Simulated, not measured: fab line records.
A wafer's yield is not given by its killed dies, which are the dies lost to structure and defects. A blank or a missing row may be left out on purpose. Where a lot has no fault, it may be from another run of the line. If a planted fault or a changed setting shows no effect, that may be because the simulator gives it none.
What tool caused it? || flow n5_finfet || Sampling: 12 lots, 35 wafers, 5 of 1938 route steps

WHAT THE GAUGES READ, wafer by wafer
N5_BEOL_M10_OCD_MEAS_38. Usual: trench_depth_nm reads 149.0 nm (standard deviation 1.9).
{"lot": "L459", "measured": "day 10 09:40", "on": "ocd-02", "trench_depth_nm (nm)": "151.6 150.8 148.5", "flag": ""}
{"lot": "L461", "measured": "day 10 13:18", "on": "ocd-02", "trench_depth_nm (nm)": "148.6 147.0 148.1", "flag": ""}
{"lot": "L462", "measured": "day 10 16:16", "on": "ocd-01", "trench_depth_nm (nm)": "149.4 148.9 148.3", "flag": ""}
{"lot": "L465", "measured": "day 11 20:12", "on": "ocd-02", "trench_depth_nm (nm)": "149.2 152.9 149.6", "flag": ""}
{"lot": "L467", "measured": "day 12 02:38", "on": "ocd-01", "trench_depth_nm (nm)": "152.9 149.7 147.9", "flag": ""}
{"lot": "L473", "measured": "day 13 07:20", "on": "ocd-01", "trench_depth_nm (nm)": "150.9 147.3", "flag": ""}
{"lot": "L474", "measured": "day 13 17:53", "on": "ocd-01", "trench_depth_nm (nm)": "149.8 148.9 148.3", "flag": ""}
{"lot": "L476", "measured": "day 14 08:09", "on": "ocd-02", "trench_depth_nm (nm)": "150.1 148.8 148.4", "flag": ""}
{"lot": "L479", "measured": "day 14 21:39", "on": "ocd-02", "trench_depth_nm (nm)": "149.5 149.6 150.7", "flag": ""}
{"lot": "L478", "measured": "day 14 23:52", "on": "ocd-02", "trench_depth_nm (nm)": "153.2 147.9 148.2", "flag": ""}
{"lot": "L481", "measured": "day 15 16:35", "on": "ocd-02", "trench_depth_nm (nm)": "151.7 147.1 151.0", "flag": ""}
{"lot": "L480", "measured": "day 15 23:11", "on": "ocd-02", "trench_depth_nm (nm)": "152.5 149.3 149.6", "flag": ""}

N5_BEOL_M11_INSPECT_13: inspects for defects (brightfield). Usual: raw_defect_count reads 399 (standard deviation 75).
{"lot": "L459", "measured": "day 10 14:37", "on": "defect_inspect-01", "raw_defect_count": "256 285 251", "flag": ""}
{"lot": "L461", "measured": "day 10 20:20", "on": "defect_inspect-01", "raw_defect_count": "457 326 396", "flag": ""}
{"lot": "L462", "measured": "day 10 20:46", "on": "defect_inspect-01", "raw_defect_count": "592 384 567", "flag": ""}
{"lot": "L465", "measured": "day 12 03:29", "on": "defect_inspect-01", "raw_defect_count": "341 400 296", "flag": ""}
{"lot": "L467", "measured": "day 12 06:49", "on": "defect_inspect-02", "raw_defect_count": "446 360 282", "flag": ""}
{"lot": "L473", "measured": "day 13 12:13", "on": "defect_inspect-01", "raw_defect_count": "427 373", "flag": ""}
{"lot": "L474", "measured": "day 13 23:20", "on": "defect_inspect-01", "raw_defect_count": "443 375 279", "flag": ""}
{"lot": "L476", "measured": "day 14 15:04", "on": "defect_inspect-02", "raw_defect_count": "469 352 517", "flag": ""}
{"lot": "L479", "measured": "day 15 05:38", "on": "defect_inspect-02", "raw_defect_count": "440 383 355", "flag": ""}
{"lot": "L478", "measured": "day 15 05:56", "on": "defect_inspect-02", "raw_defect_count": "358 491 461", "flag": ""}
{"lot": "L481", "measured": "day 15 20:53", "on": "defect_inspect-01", "raw_defect_count": "315 363 341", "flag": ""}
{"lot": "L480", "measured": "day 16 05:31", "on": "defect_inspect-01", "raw_defect_count": "276 327 339", "flag": ""}

N5_BEOL_M11_CD_MEAS_28: target cd 70 nm. Usual: cd_nm reads 69.9 nm (standard deviation 0.79).
{"lot": "L459", "measured": "day 10 15:41", "on": "cd_sem-02", "cd_nm (nm)": "69.3 69.9 70.1", "flag": ""}
{"lot": "L461", "measured": "day 10 22:10", "on": "cd_sem-01", "cd_nm (nm)": "69.1 70.8 68.6", "flag": ""}
{"lot": "L462", "measured": "day 10 22:20", "on": "cd_sem-01", "cd_nm (nm)": "68.5 68.8 69.0", "flag": ""}
{"lot": "L465", "measured": "day 12 05:16", "on": "cd_sem-02", "cd_nm (nm)": "69.8 69.1 69.1", "flag": ""}
{"lot": "L467", "measured": "day 12 08:31", "on": "cd_sem-01", "cd_nm (nm)": "68.9 69.3 69.5", "flag": ""}
{"lot": "L473", "measured": "day 13 13:53", "on": "cd_sem-01", "cd_nm (nm)": "63.3 64.0", "flag": "OFF"}
{"lot": "L474", "measured": "day 14 01:31", "on": "cd_sem-01", "cd_nm (nm)": "63.9 64.4 64.7", "flag": "OFF"}
{"lot": "L476", "measured": "day 14 17:35", "on": "cd_sem-02", "cd_nm (nm)": "69.1 69.3 69.2", "flag": ""}
{"lot": "L479", "measured": "day 15 07:17", "on": "cd_sem-01", "cd_nm (nm)": "70.1 71.3 71.2", "flag": ""}
{"lot": "L478", "measured": "day 15 07:20", "on": "cd_sem-03", "cd_nm (nm)": "70.8 69.7 69.8", "flag": ""}
{"lot": "L481", "measured": "day 15 22:32", "on": "cd_sem-03", "cd_nm (nm)": "70.6 69.6 68.9", "flag": ""}
{"lot": "L480", "measured": "day 16 07:57", "on": "cd_sem-01", "cd_nm (nm)": "70.4 70.8 70.9", "flag": ""}

WHICH TOOL RAN EACH LOT (tool, then ch and the chambers of the sampled wafers, then the start)
{"lot": "L459", "N5_BEOL_M10_CMP_52": "cmp-02 ch 0,2,3, day 10 12:21", "N5_BEOL_M11_PEB_26": "litho_track-04 ch 0, day 10 15:37"}
{"lot": "L461", "N5_BEOL_M10_CMP_52": "cmp-03 ch 1,2,3, day 10 16:58", "N5_BEOL_M11_PEB_26": "litho_track-04 ch 0, day 10 22:05"}
{"lot": "L462", "N5_BEOL_M10_CMP_52": "cmp-02 ch 0,1, day 10 18:26", "N5_BEOL_M11_PEB_26": "litho_track-04 ch 0, day 10 22:16"}
{"lot": "L465", "N5_BEOL_M10_CMP_52": "cmp-02 ch 0,1,3, day 12 00:21", "N5_BEOL_M11_PEB_26": "litho_track-04 ch 0, day 12 05:11"}
{"lot": "L467", "N5_BEOL_M10_CMP_52": "cmp-04 ch 0,1, day 12 04:48", "N5_BEOL_M11_PEB_26": "litho_track-04 ch 0, day 12 08:27"}
{"lot": "L473", "N5_BEOL_M10_CMP_52": "cmp-04 ch 0,2, day 13 10:20", "N5_BEOL_M11_PEB_26": "litho_track-04 ch 0, day 13 13:50"}
{"lot": "L474", "N5_BEOL_M10_CMP_52": "cmp-04 ch 0,3, day 13 20:22", "N5_BEOL_M11_PEB_26": "litho_track-04 ch 0, day 14 01:26"}
{"lot": "L476", "N5_BEOL_M10_CMP_52": "cmp-03 ch 1,2,3, day 14 11:31", "N5_BEOL_M11_PEB_26": "litho_track-02 ch 0, day 14 17:31"}
{"lot": "L479", "N5_BEOL_M10_CMP_52": "cmp-03 ch 1,3, day 15 00:52", "N5_BEOL_M11_PEB_26": "litho_track-01 ch 0, day 15 07:13"}
{"lot": "L478", "N5_BEOL_M10_CMP_52": "cmp-04 ch 1,2,3, day 15 01:55", "N5_BEOL_M11_PEB_26": "litho_track-02 ch 0, day 15 07:16"}
{"lot": "L481", "N5_BEOL_M10_CMP_52": "cmp-04 ch 0,2,3, day 15 18:41", "N5_BEOL_M11_PEB_26": "litho_track-01 ch 0, day 15 22:28"}
{"lot": "L480", "N5_BEOL_M10_CMP_52": "cmp-04 ch 0,1,3, day 16 00:53", "N5_BEOL_M11_PEB_26": "litho_track-01 ch 0, day 16 07:53"}
- N5_BEOL_M10_CMP_52: polishes, stops on SiCOH lowk, t overpolish 7 s, target thk 140 nm.
- N5_BEOL_M11_PEB_26: peb time 60 s.

AS READ BY THE TOOLS THEMSELVES (means over the sampled wafers that have a number; for cases with no such wafer, the mark the record gives instead)
N5_BEOL_M10_CMP_52. Usual: barrier_field_endpoint_s 28.9 s, standard deviation 0.58; motor_current_A 5.9 A, standard deviation 0.6; overpolish_run_s 7.002 s, standard deviation 0.0085; time_to_endpoint_s 67.2 s, standard deviation 2.8.
{"lot": "L459", "tool": "cmp-02", "barrier_field_endpoint_s (s)": 29.0, "motor_current_A (A)": 6.0, "overpolish_run_s (s)": 7.007, "time_to_endpoint_s (s)": 67.6, "flag": ""}
{"lot": "L461", "tool": "cmp-03", "barrier_field_endpoint_s (s)": 28.8, "motor_current_A (A)": 6.3, "overpolish_run_s (s)": 6.994, "time_to_endpoint_s (s)": 68.1, "flag": ""}
{"lot": "L462", "tool": "cmp-02", "barrier_field_endpoint_s (s)": 28.6, "motor_current_A (A)": 6.3, "overpolish_run_s (s)": 7.007, "time_to_endpoint_s (s)": 65.4, "flag": ""}
{"lot": "L465", "tool": "cmp-02", "barrier_field_endpoint_s (s)": 28.5, "motor_current_A (A)": 6.4, "overpolish_run_s (s)": 7.006, "time_to_endpoint_s (s)": 66.0, "flag": ""}
{"lot": "L467", "tool": "cmp-04", "barrier_field_endpoint_s (s)": 29.1, "motor_current_A (A)": 5.5, "overpolish_run_s (s)": 7.000, "time_to_endpoint_s (s)": 66.9, "flag": ""}
{"lot": "L473", "tool": "cmp-04", "barrier_field_endpoint_s (s)": 29.4, "motor_current_A (A)": 6.5, "overpolish_run_s (s)": 7.002, "time_to_endpoint_s (s)": 68.2, "flag": ""}
{"lot": "L474", "tool": "cmp-04", "barrier_field_endpoint_s (s)": 28.8, "motor_current_A (A)": 5.5, "overpolish_run_s (s)": 7.005, "time_to_endpoint_s (s)": 66.9, "flag": ""}
{"lot": "L476", "tool": "cmp-03", "barrier_field_endpoint_s (s)": 29.1, "motor_current_A (A)": 6.2, "overpolish_run_s (s)": 7.001, "time_to_endpoint_s (s)": 64.8, "flag": ""}
{"lot": "L479", "tool": "cmp-03", "barrier_field_endpoint_s (s)": 28.6, "motor_current_A (A)": 5.8, "overpolish_run_s (s)": 6.997, "time_to_endpoint_s (s)": 65.3, "flag": ""}
{"lot": "L478", "tool": "cmp-04", "barrier_field_endpoint_s (s)": 28.5, "motor_current_A (A)": 5.8, "overpolish_run_s (s)": 6.998, "time_to_endpoint_s (s)": 63.7, "flag": ""}
{"lot": "L481", "tool": "cmp-04", "barrier_field_endpoint_s (s)": 28.7, "motor_current_A (A)": 5.9, "overpolish_run_s (s)": 7.009, "time_to_endpoint_s (s)": 70.0, "flag": ""}
{"lot": "L480", "tool": "cmp-04", "barrier_field_endpoint_s (s)": 29.3, "motor_current_A (A)": 5.5, "overpolish_run_s (s)": 6.996, "time_to_endpoint_s (s)": 66.1, "flag": ""}

THE ANSWER, worked out from the rows above alone
Rule: a lot is off if the mean of its wafers that have a number lies more than 3 standard deviations from the usual mean. A lot without any number at a reading at which 4 lots or more have one is off too. Any other lot the step has rows for is counted as sound. The gauges are gone through in route order, then the tools' own readings, and for those a lot's mean is taken as printed above. The first step at which some lot is off is used, and at that step the reading that is off furthest; a lot without a number counts as furthest.
Off at N5_BEOL_M11_CD_MEAS_28 (cd_nm): L473, L474.
If a tool, at a process step before that reading, ran all the lots that are off and no sound lot after the first of them, it fits. Those tools and the gauges at N5_BEOL_M11_CD_MEAS_28 are tried in the same way. One candidate fits, namely litho_track-04 at N5_BEOL_M11_PEB_26. A fault onset in the window from L467 (day 12 08:27, its last sound lot) to L473 (day 13 13:50, its first lot off) fits.

WHAT WAS PUT IN BY THE SIMULATOR
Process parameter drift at N5_BEOL_M11_PEB_26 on litho_track-04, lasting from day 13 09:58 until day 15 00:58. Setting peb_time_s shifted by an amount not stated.
Struck lots among those shown: L473, L474. The same result came from the rule above.
